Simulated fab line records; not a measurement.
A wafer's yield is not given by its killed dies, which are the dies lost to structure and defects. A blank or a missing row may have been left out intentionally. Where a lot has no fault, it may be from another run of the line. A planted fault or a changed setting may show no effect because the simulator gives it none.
One fault seen from 2 desks || flow n5_finfet || each desk holds nothing but its own numbers, with what lay behind them at the end

== DESK OF THE TOOL OWNER: epi_rpcvd-02 ==
The tool's own readings at N5_SD_EPI_N_VAPOR_ETCH_50 (etches Si in HCl, time 54 s): means of the sampled wafers that have a number, for each lot that ran on this tool. Marked OUT: a lot whose mean sits more than 4 standard deviations from the usual mean, which makes it out of limits; the brackets give that distance.
Columns: A = throttle_valve_pct at N5_SD_EPI_N_VAPOR_ETCH_50, usual 12.08 %
{"lot": "L866", "first seen here": "day 3 20:20", "A": 12.19}
{"lot": "L883", "first seen here": "day 8 01:26", "A": 12.22}
{"lot": "L884", "first seen here": "day 8 09:36", "A": 12.17}
This desk found nothing out of limits on any of the 3 lots.

== AT THE METROLOGY DESK ==
What the gauges read, lot by lot, whatever tool the lot ran on: means of the sampled wafers that have a number. Marked OUT: a lot whose mean sits more than 4 standard deviations from the usual mean, which makes it out of limits; the brackets give that distance. It has 13 readings; the 7 that lie furthest out on some lot are the ones shown.
Columns: A = DIBL_N at N5_BEOL_M4_RC_MEAS_101, usual 36.4 mV/V; B = IOFF_N at N5_BEOL_M4_RC_MEAS_101, usual 0.164 nA/um; C = IOFF_N_85C at N5_BEOL_M4_RC_MEAS_101, usual 3.2 nA/um; D = IOFF_N_LIN at N5_BEOL_M4_RC_MEAS_101, usual 0.075 nA/um; E = ION_N at N5_BEOL_M4_RC_MEAS_101, usual 675 uA/um; F = REXT_N at N5_BEOL_M4_RC_MEAS_101, usual 75.2 ohm.um; G = VT_P at N5_BEOL_M4_RC_MEAS_101, usual -250.1 mV
{"lot": "L866", "first seen here": "day 8 15:26", "A": 35.6, "B": 0.136, "C": 2.8, "D": 0.065, "E": 667, "F": 73.9, "G": -256.2}
{"lot": "L867", "first seen here": "day 8 21:38", "A": 36.0, "B": 0.171, "C": 3.3, "D": 0.080, "E": 677, "F": 75.6, "G": -248.6}
{"lot": "L883", "first seen here": "day 13 00:51", "A": 40.0, "B": 0.228, "C": 4.2, "D": 0.098, "E": 692, "F": 71.7, "G": -248.4}
{"lot": "L884", "first seen here": "day 13 03:29", "A": 37.7, "B": 0.199, "C": 3.7, "D": 0.083, "E": 690, "F": 69.6, "G": -253.5}
This desk found nothing out of limits on any of the 4 lots.

== BROUGHT TOGETHER ==
Nothing out of limits was seen by the tool owner's desk.
Nothing out of limits was seen by the metrology desk.

== WHAT HAD BEEN PUT IN BY THE SIMULATOR ==
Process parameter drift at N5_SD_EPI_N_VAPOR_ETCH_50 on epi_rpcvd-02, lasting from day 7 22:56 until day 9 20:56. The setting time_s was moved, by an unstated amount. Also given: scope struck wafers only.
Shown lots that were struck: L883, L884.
